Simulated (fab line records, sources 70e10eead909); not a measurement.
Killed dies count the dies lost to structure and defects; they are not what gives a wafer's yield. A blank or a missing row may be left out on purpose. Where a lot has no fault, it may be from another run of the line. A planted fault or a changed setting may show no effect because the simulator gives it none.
Which of the tools did it? || flow nand harc || Sampling: 6 lots, 18 wafers, 2 of 1159 route steps

## WHAT THE GAUGES SHOWED, per wafer
NHARC_A_ONON_D1_THK_MEAS_18: measures by ellipsometry.
{"lot": "L143", "measured": "day 7 18:01", "on": "film metro-02", "thk nm (nm)": "991 989 990"}
{"lot": "L147", "measured": "day 9 08:35", "on": "film metro-01", "thk nm (nm)": "1014 1014 1015"}
{"lot": "L154", "measured": "day 11 08:05", "on": "film metro-02", "thk nm (nm)": "297 296 1010"}
{"lot": "L158", "measured": "day 12 04:06", "on": "film metro-02", "thk nm (nm)": "992 991 991"}
{"lot": "L161", "measured": "day 12 13:05", "on": "film metro-01", "thk nm (nm)": "993 995 995"}
{"lot": "L163", "measured": "day 13 02:07", "on": "film metro-02", "thk nm (nm)": "999 997 998"}

## WHICH TOOL RAN EACH LOT (tool, then ch and the chambers of the sampled wafers, then the start)
{"lot": "L143", "NHARC_A_ONON_D1_DEP_16": "pecvd onon-01 ch 0, day 7 17:37"}
{"lot": "L147", "NHARC_A_ONON_D1_DEP_16": "pecvd onon-03 ch 0, day 9 08:05"}
{"lot": "L154", "NHARC_A_ONON_D1_DEP_16": "pecvd onon-01 ch 0, day 11 07:37"}
{"lot": "L158", "NHARC_A_ONON_D1_DEP_16": "pecvd onon-03 ch 0, day 12 03:35"}
{"lot": "L161", "NHARC_A_ONON_D1_DEP_16": "pecvd onon-04 ch 0, day 12 12:35"}
{"lot": "L163", "NHARC_A_ONON_D1_DEP_16": "pecvd onon-04 ch 0, day 13 01:43"}
- NHARC_A_ONON_D1_DEP_16: target thk 1000 nm.

## THE ANSWER, worked out from the rows above alone
Rule: the lots themselves supply what counts as usual. Put in order of their means at a reading, lots are off if they are a third of the lots or fewer, leave a main group of 4 or more, and stand apart from it by a gap of 3 or more times the standard deviation of the main group's means; of several such gaps the widest counts. The tables above print the reading to a certain number of digits; a main group whose means all agree to those digits is not used. A lot without any number at a reading at which 4 lots or more have one is off too. All remaining lots with rows at the step are treated as sound.
Off: L154, at NHARC_A_ONON_D1_THK_MEAS_18 (thk nm). The main group: mean 998 nm, standard deviation 8.8.
If a tool, at a process step before that reading, ran all the lots that are off and no sound lot after the first of them, it fits. Gauges at NHARC_A_ONON_D1_THK_MEAS_18: tried the same way as those tools. One candidate fits, namely pecvd onon-01 at NHARC_A_ONON_D1_DEP_16. Its last sound lot is L143 (day 7 17:37), its first lot that is off L154 (day 11 07:37): a fault that began between those two fits.

## WHAT THE SIMULATOR PUT IN
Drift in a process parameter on pecvd onon-01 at NHARC_A_ONON_D1_DEP_16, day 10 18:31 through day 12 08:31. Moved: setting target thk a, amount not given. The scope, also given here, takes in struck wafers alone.
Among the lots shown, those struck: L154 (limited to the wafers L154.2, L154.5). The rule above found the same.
